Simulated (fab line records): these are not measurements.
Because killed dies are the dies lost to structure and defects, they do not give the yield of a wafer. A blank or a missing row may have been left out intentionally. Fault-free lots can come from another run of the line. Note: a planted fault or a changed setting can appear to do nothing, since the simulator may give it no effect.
What tool caused it? || flow n5 finfet || Sampling: 23 lots, 69 wafers, 4 of 1938 route steps

WHAT EACH GAUGE READ, for each wafer
N5_BEOL_M6_INSPECT_30: inspects for defects (brightfield). Usual: 396 for raw defect count, sd 110.
{"lot": "L074", "measured": "day 8 04:04", "on": "defect inspect-02", "raw defect count": "510 456 508", "flag": ""}
{"lot": "L075", "measured": "day 8 19:30", "on": "defect inspect-01", "raw defect count": "435 289 296", "flag": ""}
{"lot": "L078", "measured": "day 9 02:08", "on": "defect inspect-01", "raw defect count": "568 258 333", "flag": ""}
{"lot": "L077", "measured": "day 9 08:26", "on": "defect inspect-01", "raw defect count": "437 250 408", "flag": ""}
{"lot": "L076", "measured": "day 9 08:29", "on": "defect inspect-01", "raw defect count": "685 571 500", "flag": ""}
{"lot": "L079", "measured": "day 9 10:53", "on": "defect inspect-01", "raw defect count": "351 320 278", "flag": ""}
{"lot": "L080", "measured": "day 9 21:21", "on": "defect inspect-02", "raw defect count": "349 402 504", "flag": ""}
{"lot": "L081", "measured": "day 10 06:49", "on": "defect inspect-01", "raw defect count": "445 598 383", "flag": ""}
{"lot": "L083", "measured": "day 10 10:15", "on": "defect inspect-02", "raw defect count": "407 434 381", "flag": ""}
{"lot": "L082", "measured": "day 10 13:45", "on": "defect inspect-01", "raw defect count": "591 381 406", "flag": ""}
{"lot": "L084", "measured": "day 10 16:25", "on": "defect inspect-02", "raw defect count": "442 614 722", "flag": ""}
{"lot": "L086", "measured": "day 11 19:54", "on": "defect inspect-01", "raw defect count": "396 517 389", "flag": ""}
{"lot": "L087", "measured": "day 11 20:04", "on": "defect inspect-02", "raw defect count": "394 283 349", "flag": ""}
{"lot": "L088", "measured": "day 11 21:51", "on": "defect inspect-02", "raw defect count": "370 295 330", "flag": ""}
{"lot": "L089", "measured": "day 12 00:13", "on": "defect inspect-01", "raw defect count": "215 368 287", "flag": ""}
{"lot": "L090", "measured": "day 12 15:43", "on": "defect inspect-01", "raw defect count": "333 365 337", "flag": ""}
{"lot": "L092", "measured": "day 12 22:28", "on": "defect inspect-01", "raw defect count": "361 518 531", "flag": ""}
{"lot": "L091", "measured": "day 12 22:43", "on": "defect inspect-01", "raw defect count": "302 287 288", "flag": ""}
{"lot": "L093", "measured": "day 13 07:03", "on": "defect inspect-01", "raw defect count": "628 367 360", "flag": ""}
{"lot": "L095", "measured": "day 13 21:56", "on": "defect inspect-01", "raw defect count": "209 270 206", "flag": ""}
{"lot": "L094", "measured": "day 14 02:29", "on": "defect inspect-01", "raw defect count": "295 437 377", "flag": ""}
{"lot": "L096", "measured": "day 14 02:31", "on": "defect inspect-01", "raw defect count": "349 398 387", "flag": ""}
{"lot": "L097", "measured": "day 14 19:37", "on": "defect inspect-02", "raw defect count": "265 383 343", "flag": ""}

WHICH TOOL RAN EACH LOT (tool, then ch and the chambers of the sampled wafers, then the start)
{"lot": "L074", "N5_BEOL_M5_DEP_56": "pecvd-01 ch 0,1,2, day 8 00:59", "N5_BEOL_M6_DESCUM_16": "rie diel-06 ch 0,1,3, day 8 02:49", "N5_BEOL_M6_ETCH_62": "rie diel-06 ch 0,1,3, day 8 02:54"}
{"lot": "L075", "N5_BEOL_M5_DEP_56": "pecvd-01 ch 0,1,2, day 8 14:44", "N5_BEOL_M6_DESCUM_16": "rie diel-02 ch 0,1,2, day 8 16:49", "N5_BEOL_M6_ETCH_62": "rie diel-02 ch 0,1,2, day 8 16:54"}
{"lot": "L078", "N5_BEOL_M5_DEP_56": "pecvd-04 ch 1,2, day 8 22:44", "N5_BEOL_M6_DESCUM_16": "rie diel-01 ch 0,2,3, day 9 01:07", "N5_BEOL_M6_ETCH_62": "rie diel-01 ch 0,2,3, day 9 01:12"}
{"lot": "L077", "N5_BEOL_M5_DEP_56": "pecvd-01 ch 0,1,2, day 9 02:32", "N5_BEOL_M6_DESCUM_16": "rie diel-01 ch 0,1,3, day 9 06:10", "N5_BEOL_M6_ETCH_62": "rie diel-01 ch 0,1,3, day 9 06:16"}
{"lot": "L076", "N5_BEOL_M5_DEP_56": "pecvd-01 ch 0,1,2, day 9 03:19", "N5_BEOL_M6_DESCUM_16": "rie diel-06 ch 2,3, day 9 06:16", "N5_BEOL_M6_ETCH_62": "rie diel-06 ch 2,3, day 9 06:22"}
{"lot": "L079", "N5_BEOL_M5_DEP_56": "pecvd-04 ch 0,1,2, day 9 06:46", "N5_BEOL_M6_DESCUM_16": "rie diel-01 ch 1,2,3, day 9 10:01", "N5_BEOL_M6_ETCH_62": "rie diel-01 ch 1,2,3, day 9 10:06"}
{"lot": "L080", "N5_BEOL_M5_DEP_56": "pecvd-04 ch 0,1, day 9 18:02", "N5_BEOL_M6_DESCUM_16": "rie diel-01 ch 0,1,2, day 9 19:41", "N5_BEOL_M6_ETCH_62": "rie diel-01 ch 0,1,2, day 9 19:46"}
{"lot": "L081", "N5_BEOL_M5_DEP_56": "pecvd-01 ch 0,1, day 10 03:44", "N5_BEOL_M6_DESCUM_16": "rie diel-02 ch 0,2,3, day 10 05:44", "N5_BEOL_M6_ETCH_62": "rie diel-02 ch 0,2,3, day 10 05:50"}
{"lot": "L083", "N5_BEOL_M5_DEP_56": "pecvd-04 ch 0,1, day 10 06:57", "N5_BEOL_M6_DESCUM_16": "rie diel-02 ch 1,3, day 10 08:25", "N5_BEOL_M6_ETCH_62": "rie diel-02 ch 1,3, day 10 08:31"}
{"lot": "L082", "N5_BEOL_M5_DEP_56": "pecvd-01 ch 0,1, day 10 08:40", "N5_BEOL_M6_DESCUM_16": "rie diel-02 ch 0,1,2, day 10 12:51", "N5_BEOL_M6_ETCH_62": "rie diel-02 ch 0,1,2, day 10 12:56"}
{"lot": "L084", "N5_BEOL_M5_DEP_56": "pecvd-01 ch 0,1, day 10 11:47", "N5_BEOL_M6_DESCUM_16": "rie diel-01 ch 0,1,2, day 10 15:14", "N5_BEOL_M6_ETCH_62": "rie diel-01 ch 0,1,2, day 10 15:19"}
{"lot": "L086", "N5_BEOL_M5_DEP_56": "pecvd-04 ch 0,1, day 11 13:17", "N5_BEOL_M6_DESCUM_16": "rie diel-02 ch 0,1,3, day 11 16:28", "N5_BEOL_M6_ETCH_62": "rie diel-02 ch 0,1,3, day 11 16:34"}
{"lot": "L087", "N5_BEOL_M5_DEP_56": "pecvd-01 ch 0,1,2, day 11 14:55", "N5_BEOL_M6_DESCUM_16": "rie diel-06 ch 0,1,3, day 11 16:42", "N5_BEOL_M6_ETCH_62": "rie diel-06 ch 0,1,3, day 11 16:47"}
{"lot": "L088", "N5_BEOL_M5_DEP_56": "pecvd-03 ch 0,1,2, day 11 17:41", "N5_BEOL_M6_DESCUM_16": "rie diel-06 ch 0,1,3, day 11 20:52", "N5_BEOL_M6_ETCH_62": "rie diel-06 ch 0,1,3, day 11 20:57"}
{"lot": "L089", "N5_BEOL_M5_DEP_56": "pecvd-01 ch 1,2, day 11 21:39", "N5_BEOL_M6_DESCUM_16": "rie diel-02 ch 0,1,3, day 11 23:14", "N5_BEOL_M6_ETCH_62": "rie diel-02 ch 0,1,3, day 11 23:20"}
{"lot": "L090", "N5_BEOL_M5_DEP_56": "pecvd-04 ch 0,1, day 12 10:32", "N5_BEOL_M6_DESCUM_16": "rie diel-02 ch 2,3, day 12 12:22", "N5_BEOL_M6_ETCH_62": "rie diel-02 ch 2,3, day 12 12:27"}
{"lot": "L092", "N5_BEOL_M5_DEP_56": "pecvd-03 ch 0,1,2, day 12 17:33", "N5_BEOL_M6_DESCUM_16": "rie diel-01 ch 1,3, day 12 21:07", "N5_BEOL_M6_ETCH_62": "rie diel-01 ch 1,3, day 12 21:12"}
{"lot": "L091", "N5_BEOL_M5_DEP_56": "pecvd-03 ch 0,1,2, day 12 18:31", "N5_BEOL_M6_DESCUM_16": "rie diel-02 ch 0,2, day 12 21:46", "N5_BEOL_M6_ETCH_62": "rie diel-02 ch 0,2, day 12 21:52"}
{"lot": "L093", "N5_BEOL_M5_DEP_56": "pecvd-01 ch 1,2, day 13 02:49", "N5_BEOL_M6_DESCUM_16": "rie diel-01 ch 0,1,2, day 13 05:46", "N5_BEOL_M6_ETCH_62": "rie diel-01 ch 0,1,2, day 13 05:52"}
{"lot": "L095", "N5_BEOL_M5_DEP_56": "pecvd-04 ch 0,1,2, day 13 14:13", "N5_BEOL_M6_DESCUM_16": "rie diel-01 ch 0,1,3, day 13 16:05", "N5_BEOL_M6_ETCH_62": "rie diel-01 ch 0,1,3, day 13 16:10"}
{"lot": "L094", "N5_BEOL_M5_DEP_56": "pecvd-03 ch 0,1,2, day 13 21:32", "N5_BEOL_M6_DESCUM_16": "rie diel-06 ch 0,1,3, day 13 22:57", "N5_BEOL_M6_ETCH_62": "rie diel-06 ch 0,1,3, day 13 23:03"}
{"lot": "L096", "N5_BEOL_M5_DEP_56": "pecvd-04 ch 0,1, day 13 23:47", "N5_BEOL_M6_DESCUM_16": "rie diel-02 ch 1,3, day 14 01:14", "N5_BEOL_M6_ETCH_62": "rie diel-02 ch 1,3, day 14 01:19"}
{"lot": "L097", "N5_BEOL_M5_DEP_56": "pecvd-01 ch 0,1, day 14 16:10", "N5_BEOL_M6_DESCUM_16": "rie diel-02 ch 0,2,3, day 14 18:10", "N5_BEOL_M6_ETCH_62": "rie diel-02 ch 0,2,3, day 14 18:15"}
- N5_BEOL_M5_DEP_56: deposits SiCN from 3MS/NH3, target thk 8 nm, time 14 s.
- N5_BEOL_M6_DESCUM_16: chemistry O2, time 7.9 s.
- N5_BEOL_M6_ETCH_62: etches SOC in N2/H2, target depth 110 nm, overetch 22 nm, time 165 s.

AS READ BY THE TOOLS THEMSELVES (means over the sampled wafers that have a number; for cases with no such wafer, the mark the record gives instead)
N5_BEOL_M5_DEP_56. Usual: chamber pressure Torr 2.999 Torr, standard deviation 0.0066; showerhead plenum p Torr 3.662 Torr, standard deviation 0.0094; throttle valve pct 9.3 %, standard deviation 0.76.
{"lot": "L074", "tool": "pecvd-01", "chamber pressure Torr (Torr)": 2.997, "showerhead plenum p Torr (Torr)": 3.654, "throttle valve pct (%)": 9.0, "flag": ""}
{"lot": "L075", "tool": "pecvd-01", "chamber pressure Torr (Torr)": 3.001, "showerhead plenum p Torr (Torr)": 3.660, "throttle valve pct (%)": 9.0, "flag": ""}
{"lot": "L078", "tool": "pecvd-04", "chamber pressure Torr (Torr)": 3.004, "showerhead plenum p Torr (Torr)": 3.667, "throttle valve pct (%)": 10.0, "flag": ""}
{"lot": "L077", "tool": "pecvd-01", "chamber pressure Torr (Torr)": 3.001, "showerhead plenum p Torr (Torr)": 3.661, "throttle valve pct (%)": 9.0, "flag": ""}
{"lot": "L076", "tool": "pecvd-01", "chamber pressure Torr (Torr)": 2.998, "showerhead plenum p Torr (Torr)": 3.652, "throttle valve pct (%)": 8.9, "flag": ""}
{"lot": "L079", "tool": "pecvd-04", "chamber pressure Torr (Torr)": 2.999, "showerhead plenum p Torr (Torr)": 3.665, "throttle valve pct (%)": 9.5, "flag": ""}
{"lot": "L080", "tool": "pecvd-04", "chamber pressure Torr (Torr)": 3.004, "showerhead plenum p Torr (Torr)": 3.661, "throttle valve pct (%)": 10.0, "flag": ""}
{"lot": "L081", "tool": "pecvd-01", "chamber pressure Torr (Torr)": 2.998, "showerhead plenum p Torr (Torr)": 3.662, "throttle valve pct (%)": 9.5, "flag": ""}
{"lot": "L083", "tool": "pecvd-04", "chamber pressure Torr (Torr)": 2.997, "showerhead plenum p Torr (Torr)": 3.666, "throttle valve pct (%)": 9.9, "flag": ""}
{"lot": "L082", "tool": "pecvd-01", "chamber pressure Torr (Torr)": 3.002, "showerhead plenum p Torr (Torr)": 3.657, "throttle valve pct (%)": 9.5, "flag": ""}
{"lot": "L084", "tool": "pecvd-01", "chamber pressure Torr (Torr)": 3.002, "showerhead plenum p Torr (Torr)": 3.651, "throttle valve pct (%)": 9.3, "flag": ""}
{"lot": "L086", "tool": "pecvd-04", "chamber pressure Torr (Torr)": 2.997, "showerhead plenum p Torr (Torr)": 3.667, "throttle valve pct (%)": 10.0, "flag": ""}
{"lot": "L087", "tool": "pecvd-01", "chamber pressure Torr (Torr)": 3.002, "showerhead plenum p Torr (Torr)": 3.660, "throttle valve pct (%)": 9.3, "flag": ""}
{"lot": "L088", "tool": "pecvd-03", "chamber pressure Torr (Torr)": 2.997, "showerhead plenum p Torr (Torr)": 3.676, "throttle valve pct (%)": 9.4, "flag": ""}
{"lot": "L089", "tool": "pecvd-01", "chamber pressure Torr (Torr)": 2.996, "showerhead plenum p Torr (Torr)": 3.655, "throttle valve pct (%)": 9.3, "flag": ""}
{"lot": "L090", "tool": "pecvd-04", "chamber pressure Torr (Torr)": 2.996, "showerhead plenum p Torr (Torr)": 3.661, "throttle valve pct (%)": 10.1, "flag": ""}
{"lot": "L092", "tool": "pecvd-03", "chamber pressure Torr (Torr)": 3.000, "showerhead plenum p Torr (Torr)": 3.674, "throttle valve pct (%)": 9.3, "flag": ""}
{"lot": "L091", "tool": "pecvd-03", "chamber pressure Torr (Torr)": 3.002, "showerhead plenum p Torr (Torr)": 3.674, "throttle valve pct (%)": 9.4, "flag": ""}
{"lot": "L093", "tool": "pecvd-01", "chamber pressure Torr (Torr)": 2.992, "showerhead plenum p Torr (Torr)": 3.655, "throttle valve pct (%)": 8.7, "flag": ""}
{"lot": "L095", "tool": "pecvd-04", "chamber pressure Torr (Torr)": 2.997, "showerhead plenum p Torr (Torr)": 3.660, "throttle valve pct (%)": 9.1, "flag": ""}
{"lot": "L094", "tool": "pecvd-03", "chamber pressure Torr (Torr)": 2.998, "showerhead plenum p Torr (Torr)": 3.681, "throttle valve pct (%)": 9.4, "flag": ""}
{"lot": "L096", "tool": "pecvd-04", "chamber pressure Torr (Torr)": 2.998, "showerhead plenum p Torr (Torr)": 3.660, "throttle valve pct (%)": 9.8, "flag": ""}
{"lot": "L097", "tool": "pecvd-01", "chamber pressure Torr (Torr)": 2.999, "showerhead plenum p Torr (Torr)": 3.655, "throttle valve pct (%)": 9.7, "flag": ""}

N5_BEOL_M6_DESCUM_16. Usual: drypump motor current A 5.7 A, standard deviation 0.47; oes product au 0.82 a.u., standard deviation 0.077; rf vpp V 243.1 V, standard deviation 1.4; showerhead plenum p Torr 2.08 Torr, standard deviation 0.076; throttle valve pct 20.41 %, standard deviation 0.26.
{"lot": "L074", "tool": "rie diel-06", "drypump motor current A (A)": 5.8, "oes product au (a.u.)": 0.87, "rf vpp V (V)": 243.7, "showerhead plenum p Torr (Torr)": 2.10, "throttle valve pct (%)": 20.27, "flag": ""}
{"lot": "L075", "tool": "rie diel-02", "drypump motor current A (A)": 5.9, "oes product au (a.u.)": 0.85, "rf vpp V (V)": 243.0, "showerhead plenum p Torr (Torr)": 2.13, "throttle valve pct (%)": 20.33, "flag": ""}
{"lot": "L078", "tool": "rie diel-01", "drypump motor current A (A)": 5.4, "oes product au (a.u.)": 0.85, "rf vpp V (V)": 243.5, "showerhead plenum p Torr (Torr)": 2.07, "throttle valve pct (%)": 20.21, "flag": ""}
{"lot": "L077", "tool": "rie diel-01", "drypump motor current A (A)": 5.0, "oes product au (a.u.)": 0.77, "rf vpp V (V)": 242.4, "showerhead plenum p Torr (Torr)": 2.03, "throttle valve pct (%)": 20.48, "flag": ""}
{"lot": "L076", "tool": "rie diel-06", "drypump motor current A (A)": 5.6, "oes product au (a.u.)": 0.77, "rf vpp V (V)": 242.8, "showerhead plenum p Torr (Torr)": 2.06, "throttle valve pct (%)": 20.62, "flag": ""}
{"lot": "L079", "tool": "rie diel-01", "drypump motor current A (A)": 5.5, "oes product au (a.u.)": 0.84, "rf vpp V (V)": 243.3, "showerhead plenum p Torr (Torr)": 2.06, "throttle valve pct (%)": 20.50, "flag": ""}
{"lot": "L080", "tool": "rie diel-01", "drypump motor current A (A)": 5.3, "oes product au (a.u.)": 0.78, "rf vpp V (V)": 242.7, "showerhead plenum p Torr (Torr)": 2.07, "throttle valve pct (%)": 20.50, "flag": ""}
{"lot": "L081", "tool": "rie diel-02", "drypump motor current A (A)": 5.8, "oes product au (a.u.)": 0.89, "rf vpp V (V)": 243.2, "showerhead plenum p Torr (Torr)": 2.13, "throttle valve pct (%)": 20.34, "flag": ""}
{"lot": "L083", "tool": "rie diel-02", "drypump motor current A (A)": 6.2, "oes product au (a.u.)": 0.87, "rf vpp V (V)": 242.3, "showerhead plenum p Torr (Torr)": 2.03, "throttle valve pct (%)": 20.33, "flag": ""}
{"lot": "L082", "tool": "rie diel-02", "drypump motor current A (A)": 5.9, "oes product au (a.u.)": 0.83, "rf vpp V (V)": 243.4, "showerhead plenum p Torr (Torr)": 2.13, "throttle valve pct (%)": 20.35, "flag": ""}
{"lot": "L084", "tool": "rie diel-01", "drypump motor current A (A)": 5.3, "oes product au (a.u.)": 0.78, "rf vpp V (V)": 243.4, "showerhead plenum p Torr (Torr)": 2.07, "throttle valve pct (%)": 20.52, "flag": ""}
{"lot": "L086", "tool": "rie diel-02", "drypump motor current A (A)": 6.0, "oes product au (a.u.)": 0.83, "rf vpp V (V)": 242.6, "showerhead plenum p Torr (Torr)": 2.09, "throttle valve pct (%)": 20.37, "flag": ""}
{"lot": "L087", "tool": "rie diel-06", "drypump motor current A (A)": 5.9, "oes product au (a.u.)": 0.84, "rf vpp V (V)": 243.2, "showerhead plenum p Torr (Torr)": 2.09, "throttle valve pct (%)": 20.32, "flag": ""}
{"lot": "L088", "tool": "rie diel-06", "drypump motor current A (A)": 5.9, "oes product au (a.u.)": 0.83, "rf vpp V (V)": 243.7, "showerhead plenum p Torr (Torr)": 2.09, "throttle valve pct (%)": 20.32, "flag": ""}
{"lot": "L089", "tool": "rie diel-02", "drypump motor current A (A)": 6.0, "oes product au (a.u.)": 0.83, "rf vpp V (V)": 242.9, "showerhead plenum p Torr (Torr)": 2.09, "throttle valve pct (%)": 20.39, "flag": ""}
{"lot": "L090", "tool": "rie diel-02", "drypump motor current A (A)": 5.9, "oes product au (a.u.)": 0.86, "rf vpp V (V)": 244.0, "showerhead plenum p Torr (Torr)": 2.10, "throttle valve pct (%)": 20.35, "flag": ""}
{"lot": "L092", "tool": "rie diel-01", "drypump motor current A (A)": 5.3, "oes product au (a.u.)": 0.79, "rf vpp V (V)": 241.7, "showerhead plenum p Torr (Torr)": 2.02, "throttle valve pct (%)": 20.54, "flag": ""}
{"lot": "L091", "tool": "rie diel-02", "drypump motor current A (A)": 5.6, "oes product au (a.u.)": 0.83, "rf vpp V (V)": 245.5, "showerhead plenum p Torr (Torr)": 2.19, "throttle valve pct (%)": 20.42, "flag": ""}
{"lot": "L093", "tool": "rie diel-01", "drypump motor current A (A)": 5.3, "oes product au (a.u.)": 0.75, "rf vpp V (V)": 243.2, "showerhead plenum p Torr (Torr)": 2.06, "throttle valve pct (%)": 20.55, "flag": ""}
{"lot": "L095", "tool": "rie diel-01", "drypump motor current A (A)": 5.0, "oes product au (a.u.)": 0.74, "rf vpp V (V)": 240.8, "showerhead plenum p Torr (Torr)": 2.02, "throttle valve pct (%)": 20.55, "flag": ""}
{"lot": "L094", "tool": "rie diel-06", "drypump motor current A (A)": 5.8, "oes product au (a.u.)": 0.81, "rf vpp V (V)": 243.4, "showerhead plenum p Torr (Torr)": 2.08, "throttle valve pct (%)": 20.34, "flag": ""}
{"lot": "L096", "tool": "rie diel-02", "drypump motor current A (A)": 6.2, "oes product au (a.u.)": 0.83, "rf vpp V (V)": 241.5, "showerhead plenum p Torr (Torr)": 2.02, "throttle valve pct (%)": 20.36, "flag": ""}
{"lot": "L097", "tool": "rie diel-02", "drypump motor current A (A)": 5.8, "oes product au (a.u.)": 0.83, "rf vpp V (V)": 243.4, "showerhead plenum p Torr (Torr)": 2.12, "throttle valve pct (%)": 20.41, "flag": ""}

N5_BEOL_M6_ETCH_62. Usual: drypump motor current A 5.7 A, standard deviation 0.48; oes product au 0.69 a.u., standard deviation 0.062; rf vpp V 523.6 V, standard deviation 2.7; showerhead plenum p Torr 2.53 Torr, standard deviation 0.093; throttle valve pct 17.82 %, standard deviation 0.26.
{"lot": "L074", "tool": "rie diel-06", "drypump motor current A (A)": 5.9, "oes product au (a.u.)": 0.73, "rf vpp V (V)": 524.0, "showerhead plenum p Torr (Torr)": 2.55, "throttle valve pct (%)": 17.63, "flag": ""}
{"lot": "L075", "tool": "rie diel-02", "drypump motor current A (A)": 5.9, "oes product au (a.u.)": 0.72, "rf vpp V (V)": 525.1, "showerhead plenum p Torr (Torr)": 2.59, "throttle valve pct (%)": 17.73, "flag": ""}
{"lot": "L078", "tool": "rie diel-01", "drypump motor current A (A)": 5.4, "oes product au (a.u.)": 0.72, "rf vpp V (V)": 524.6, "showerhead plenum p Torr (Torr)": 2.53, "throttle valve pct (%)": 17.68, "flag": ""}
{"lot": "L077", "tool": "rie diel-01", "drypump motor current A (A)": 5.0, "oes product au (a.u.)": 0.66, "rf vpp V (V)": 521.4, "showerhead plenum p Torr (Torr)": 2.48, "throttle valve pct (%)": 17.93, "flag": ""}
{"lot": "L076", "tool": "rie diel-06", "drypump motor current A (A)": 5.6, "oes product au (a.u.)": 0.65, "rf vpp V (V)": 522.5, "showerhead plenum p Torr (Torr)": 2.51, "throttle valve pct (%)": 18.08, "flag": ""}
{"lot": "L079", "tool": "rie diel-01", "drypump motor current A (A)": 5.5, "oes product au (a.u.)": 0.71, "rf vpp V (V)": 522.5, "showerhead plenum p Torr (Torr)": 2.50, "throttle valve pct (%)": 17.89, "flag": ""}
{"lot": "L080", "tool": "rie diel-01", "drypump motor current A (A)": 5.3, "oes product au (a.u.)": 0.67, "rf vpp V (V)": 523.5, "showerhead plenum p Torr (Torr)": 2.52, "throttle valve pct (%)": 17.95, "flag": ""}
{"lot": "L081", "tool": "rie diel-02", "drypump motor current A (A)": 5.8, "oes product au (a.u.)": 0.75, "rf vpp V (V)": 524.9, "showerhead plenum p Torr (Torr)": 2.59, "throttle valve pct (%)": 17.74, "flag": ""}
{"lot": "L083", "tool": "rie diel-02", "drypump motor current A (A)": 6.2, "oes product au (a.u.)": 0.73, "rf vpp V (V)": 521.4, "showerhead plenum p Torr (Torr)": 2.46, "throttle valve pct (%)": 17.64, "flag": ""}
{"lot": "L082", "tool": "rie diel-02", "drypump motor current A (A)": 5.9, "oes product au (a.u.)": 0.70, "rf vpp V (V)": 524.7, "showerhead plenum p Torr (Torr)": 2.58, "throttle valve pct (%)": 17.75, "flag": ""}
{"lot": "L084", "tool": "rie diel-01", "drypump motor current A (A)": 5.3, "oes product au (a.u.)": 0.66, "rf vpp V (V)": 523.2, "showerhead plenum p Torr (Torr)": 2.52, "throttle valve pct (%)": 17.97, "flag": ""}
{"lot": "L086", "tool": "rie diel-02", "drypump motor current A (A)": 6.0, "oes product au (a.u.)": 0.71, "rf vpp V (V)": 523.0, "showerhead plenum p Torr (Torr)": 2.53, "throttle valve pct (%)": 17.72, "flag": ""}
{"lot": "L087", "tool": "rie diel-06", "drypump motor current A (A)": 5.9, "oes product au (a.u.)": 0.70, "rf vpp V (V)": 524.4, "showerhead plenum p Torr (Torr)": 2.54, "throttle valve pct (%)": 17.66, "flag": ""}
{"lot": "L088", "tool": "rie diel-06", "drypump motor current A (A)": 5.9, "oes product au (a.u.)": 0.69, "rf vpp V (V)": 523.3, "showerhead plenum p Torr (Torr)": 2.54, "throttle valve pct (%)": 17.68, "flag": ""}
{"lot": "L089", "tool": "rie diel-02", "drypump motor current A (A)": 6.0, "oes product au (a.u.)": 0.70, "rf vpp V (V)": 523.5, "showerhead plenum p Torr (Torr)": 2.53, "throttle valve pct (%)": 17.74, "flag": ""}
{"lot": "L090", "tool": "rie diel-02", "drypump motor current A (A)": 5.9, "oes product au (a.u.)": 0.72, "rf vpp V (V)": 523.8, "showerhead plenum p Torr (Torr)": 2.55, "throttle valve pct (%)": 17.78, "flag": ""}
{"lot": "L092", "tool": "rie diel-01", "drypump motor current A (A)": 5.3, "oes product au (a.u.)": 0.67, "rf vpp V (V)": 520.4, "showerhead plenum p Torr (Torr)": 2.44, "throttle valve pct (%)": 17.93, "flag": ""}
{"lot": "L091", "tool": "rie diel-02", "drypump motor current A (A)": 5.6, "oes product au (a.u.)": 0.70, "rf vpp V (V)": 526.8, "showerhead plenum p Torr (Torr)": 2.66, "throttle valve pct (%)": 17.85, "flag": ""}
{"lot": "L093", "tool": "rie diel-01", "drypump motor current A (A)": 5.3, "oes product au (a.u.)": 0.64, "rf vpp V (V)": 523.6, "showerhead plenum p Torr (Torr)": 2.51, "throttle valve pct (%)": 18.01, "flag": ""}
{"lot": "L095", "tool": "rie diel-01", "drypump motor current A (A)": 5.0, "oes product au (a.u.)": 0.64, "rf vpp V (V)": 521.8, "showerhead plenum p Torr (Torr)": 2.46, "throttle valve pct (%)": 18.01, "flag": ""}
{"lot": "L094", "tool": "rie diel-06", "drypump motor current A (A)": 5.9, "oes product au (a.u.)": 0.68, "rf vpp V (V)": 523.0, "showerhead plenum p Torr (Torr)": 2.53, "throttle valve pct (%)": 17.70, "flag": ""}
{"lot": "L096", "tool": "rie diel-02", "drypump motor current A (A)": 6.2, "oes product au (a.u.)": 0.70, "rf vpp V (V)": 521.3, "showerhead plenum p Torr (Torr)": 2.45, "throttle valve pct (%)": 17.69, "flag": ""}
{"lot": "L097", "tool": "rie diel-02", "drypump motor current A (A)": 5.8, "oes product au (a.u.)": 0.70, "rf vpp V (V)": 525.0, "showerhead plenum p Torr (Torr)": 2.58, "throttle valve pct (%)": 17.81, "flag": ""}

THE ANSWER, worked out from the rows above alone
Rule: a lot counts as off when the mean over its wafers that have a number is more than 3 standard deviations away from the usual mean. Also off: a lot with no number at a reading for which 4 or more lots have one. The other lots that the step has rows for count as sound. Order of review: gauges by route order, followed by the tools' own readings, for which a lot's mean as printed above is used. At the first step where some lot is off, the reading lying furthest off is the one used; lots without a number count as furthest.
Nothing can be told from this: no lot is off at any reading shown.

WHAT THE SIMULATOR HAD PUT IN
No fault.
